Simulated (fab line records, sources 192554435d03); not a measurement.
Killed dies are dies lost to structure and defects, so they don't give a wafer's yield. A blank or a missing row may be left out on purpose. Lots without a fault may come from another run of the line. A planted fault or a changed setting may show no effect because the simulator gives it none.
Chamber matching | flow n5_finfet | N5_BEOL_M8_STRIP_36 on rie_diel-04: 4 sister chambers
The step strips in N2/H2. 7 wafers are shown with their chamber, then 7 later ones without.

WAFERS WITH THEIR CHAMBER
wafer  | chamber | showerhead_plenum_p_Torr (Torr) | throttle_valve_pct (%)
L075.5 | 2       | 2.40                            | 23.74
L078.1 | 3       | 2.57                            | 23.63
L077.3 | 1       | 2.48                            | 23.21
L077.5 | 3       | 2.57                            | 23.60
L077.6 | 0       | 2.72                            | 23.76
L079.3 | 1       | 2.49                            | 23.15
L079.4 | 0       | 2.72                            | 23.71

WAFERS WITHOUT THEIR CHAMBER
wafer  | showerhead_plenum_p_Torr (Torr) | throttle_valve_pct (%)
L079.6 | 2.57                            | 23.62
L089.1 | 2.71                            | 23.74
L089.4 | 2.71                            | 23.29
L089.5 | 2.48                            | 23.22
L094.2 | 2.70                            | 23.75
L094.3 | 2.47                            | 23.22
L094.5 | 2.70                            | 23.76

WHICH CHAMBER EACH WENT THROUGH
wafer  | from the rows above | in truth
L079.6 | 3                   | 3
L089.1 | 0                   | 0
L089.4 | 0                   | 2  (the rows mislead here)
L089.5 | 1                   | 1
L094.2 | 0                   | 0
L094.3 | 1                   | 1
L094.5 | 0                   | 0
Placed correctly: 6 of 7. Can't be placed from these rows: 0. Placed wrongly: 1.
How it was worked out, from the rows above alone: a wafer's distance from a chamber is the root of the sum, over the readings, of the square of ((its reading less the chamber's mean) divided by the reading's scatter). The wafer belongs to the nearest chamber; if the next one is less than 2 further off, it can't be placed. A chamber's mean is the mean of its shown wafers. The scatter: the root of (the sum of the squares of (reading less its chamber's mean) over the shown wafers, divided by (wafers less chambers)).
